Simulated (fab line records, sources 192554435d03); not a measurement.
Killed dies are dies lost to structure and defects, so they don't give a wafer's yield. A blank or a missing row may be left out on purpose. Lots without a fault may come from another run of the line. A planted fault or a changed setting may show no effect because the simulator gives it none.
Chamber matching | flow n5_finfet | N5_MOL_CONTACT_COAG_DESCUM_13 on rie_diel-03: 3 sister chambers
The step chemistry O2, time 7 s. 6 wafers are shown with their chamber, then 5 later ones without.

WAFERS WITH THEIR CHAMBER
wafer  | chamber | showerhead_plenum_p_Torr (Torr) | oes_product_au (a.u.)
L082.4 | 0       | 1.99                            | 0.74
L086.1 | 0       | 1.99                            | 0.75
L087.1 | 2       | 2.23                            | 0.90
L087.5 | 3       | 2.21                            | 0.80
L094.3 | 3       | 2.20                            | 0.79
L094.4 | 2       | 2.22                            | 0.87

WAFERS WITHOUT THEIR CHAMBER
wafer  | showerhead_plenum_p_Torr (Torr) | oes_product_au (a.u.)
L094.5 | 2.20                            | 0.79
L095.1 | 2.22                            | 0.86
L095.4 | 1.98                            | 0.72
L095.6 | 2.20                            | 0.77
L097.1 | 2.20                            | 0.78

WHICH CHAMBER EACH WENT THROUGH
wafer  | from the rows above | in truth
L094.5 | 3                   | 3
L095.1 | 2                   | 2
L095.4 | 0                   | 0
L095.6 | 3                   | 3
L097.1 | 3                   | 3
Placed correctly: 5 of 5. Can't be placed from these rows: 0. Placed wrongly: 0.
How it was worked out, from the rows above alone: a wafer's distance from a chamber is the root of the sum, over the readings, of the square of ((its reading less the chamber's mean) divided by the reading's scatter). The wafer belongs to the nearest chamber; if the next one is less than 2 further off, it can't be placed. A chamber's mean is the mean of its shown wafers. The scatter: the root of (the sum of the squares of (reading less its chamber's mean) over the shown wafers, divided by (wafers less chambers)).
